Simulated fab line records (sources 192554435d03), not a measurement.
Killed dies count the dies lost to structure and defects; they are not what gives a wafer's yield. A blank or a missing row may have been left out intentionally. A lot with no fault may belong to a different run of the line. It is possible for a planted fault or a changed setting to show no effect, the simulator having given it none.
Split-lot study | flow n5 finfet | 7 lots, 39 wafers read, on a route of 1938 steps

## ON THE SPLIT
At N5_BEOL_M5_VIA_ETCH_34 (etches SiCOH lowk in C4F6/O2, target depth 88.3 nm, time 39.2 s), the setting target depth a was moved away from the recipe's 883 angstrom on 15 of the 39 wafers read, by -46.8% to +52.1%. The other wafers ran this setting at the recipe's value.

Reading taken at the split's own step.

## THE READING
SOC_of_BEOL_M5_COAT_65.thk nm (the simulator's own value, which no gauge read), in nm, at N5_BEOL_M5_VIA_ETCH_34 (etches SiCOH lowk in C4F6/O2, target depth 88.3 nm, time 39.2 s). No usual value for it is given in the file. Average 55.9 nm, standard deviation 0.2 nm, over the 24 wafers here run with the recipe.

wafer  | tool, chamber at the split | target depth a as run, angstrom | against the recipe | SOC_of_BEOL_M5_COAT_65.thk nm, nm | against lot-mates on the recipe
L075.1 | rie diel-06, 3             | 883                             | recipe             | 56                                | -
L075.2 | rie diel-06, 1             | 883                             | recipe             | 56                                | -
L075.3 | rie diel-06, 2             | 883                             | recipe             | 56                                | -
L075.4 | rie diel-06, 0             | 883                             | recipe             | 55.8                              | -
L075.5 | rie diel-06, 0             | 883                             | recipe             | 56                                | -
L075.6 | rie diel-06, 1             | 883                             | recipe             | 56.2                              | -
L077.1 | rie diel-02, 3             | 883                             | recipe             | 55.8                              | -
L077.2 | rie diel-02, 2             | 883                             | recipe             | 55.8                              | -
L077.3 | rie diel-02, 0             | 469.7                           | -46.8%             | 57.8                              | +1.9
L077.4 | rie diel-02, 1             | 469.7                           | -46.8%             | 57.8                              | +1.9
L077.5 | rie diel-02, 0             | 883                             | recipe             | 56                                | -
L077.6 | rie diel-02, 1             | 469.7                           | -46.8%             | 57.8                              | +1.9
L083.1 | rie diel-02, 1             | 705.5                           | -20.1%             | 56.8                              | +0.9
L083.2 | rie diel-02, 3             | 883                             | recipe             | 55.8                              | -
L083.3 | rie diel-02, 0             | 883                             | recipe             | 55.8                              | -
L083.4 | rie diel-02, 3             | 705.5                           | -20.1%             | 56.8                              | +0.9
L083.5 | rie diel-02, 0             | 883                             | recipe             | 56.2                              | -
L083.6 | rie diel-02, 1             | 705.5                           | -20.1%             | 56.8                              | +0.9
L084.1 | rie diel-06, 0             | 883                             | recipe             | 55.8                              | -
L084.2 | rie diel-06, 2             | 883                             | recipe             | 55.6                              | -
L084.3 | rie diel-06, 1             | 717.8                           | -18.7%             | 56.6                              | +0.8
L084.4 | rie diel-06, 3             | 717.8                           | -18.7%             | 56.6                              | +0.8
L084.5 | rie diel-06, 0             | 883                             | recipe             | 56                                | -
L084.6 | rie diel-06, 3             | 717.8                           | -18.7%             | 56.6                              | +0.8
L087.1 | rie diel-05, 0             | 1312                            | +48.6%             | 53.8                              | -2.1
L087.2 | rie diel-05, 2             | 883                             | recipe             | 55.6                              | -
L087.3 | rie diel-05, 1             | 1312                            | +48.6%             | 53.8                              | -2.1
L087.4 | rie diel-05, 3             | 883                             | recipe             | 56.2                              | -
L087.5 | rie diel-05, 3             | 1312                            | +48.6%             | 54                                | -1.9
L087.6 | rie diel-05, 2             | 883                             | recipe             | 56                                | -
L090.1 | rie diel-06, 2             | 1343                            | +52.1%             | 53.4                              | -2.4
L090.2 | rie diel-06, 0             | 883                             | recipe             | 55.8                              | -
L090.3 | rie diel-06, 1             | 883                             | recipe             | 56                                | -
L090.4 | rie diel-06, 3             | 1343                            | +52.1%             | 53.6                              | -2.2
L090.5 | rie diel-06, 1             | 1343                            | +52.1%             | 53.8                              | -2.0
L090.6 | rie diel-06, 0             | 883                             | recipe             | 55.6                              | -
L095.1 | rie diel-05, 1             | 883                             | recipe             | 56                                | -
L095.3 | rie diel-05, 3             | 883                             | recipe             | 56.2                              | -
L095.4 | rie diel-05, 0             | 883                             | recipe             | 56.4                              | -

THE FIT
A straight line over all 39 wafers: SOC_of_BEOL_M5_COAT_65.thk nm changes by -0.0423 nm for each +1% of target depth a; r = -0.99; the points scatter about the line by 0.18 nm.
The same after taking each lot's own level away (the mean of its wafers on the recipe; 39 wafers): -0.0421 nm for each +1%; r = -0.99; scatter 0.14 nm.
That fit puts the effect of the largest move of target depth a on the reading at 2.2 nm.
From 55.80 to 56.20 nm: that is the span of the lots' own levels, equal to 2.0 times the standard deviation above.
Hence the lot-to-lot level has little effect on the slope; both slopes agree.
Check: -2.17 nm against its lot-mates is what the line predicts for one of the wafers moved furthest among these (+52.1%) when that wafer is left out of the fit. It came out at -2.4 nm against them.

## THE WHOLE CHAIN: every reading that the file lists as answering this split, in the file's order
step                   | what it does                                                    | reading                                                                        | change (the file's fit)                | r (the file's)
N5_BEOL_M5_VIA_ETCH_34 | etches SiCOH lowk in C4F6/O2, target depth 88.3 nm, time 39.2 s | etch.depth nm (the simulator's own value, which no gauge read)                 | +0.881 nm for each +1% of the setting  | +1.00
N5_BEOL_M5_VIA_ETCH_34 | etches SiCOH lowk in C4F6/O2, target depth 88.3 nm, time 39.2 s | SOC_of_BEOL_M5_COAT_65.thk nm (the simulator's own value, which no gauge read) | -0.0421 nm for each +1% of the setting | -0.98

## THE FILE'S OWN FIT
SOC_of_BEOL_M5_COAT_65.thk nm changes by -0.0421 nm for each +1% of target depth a, r = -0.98.
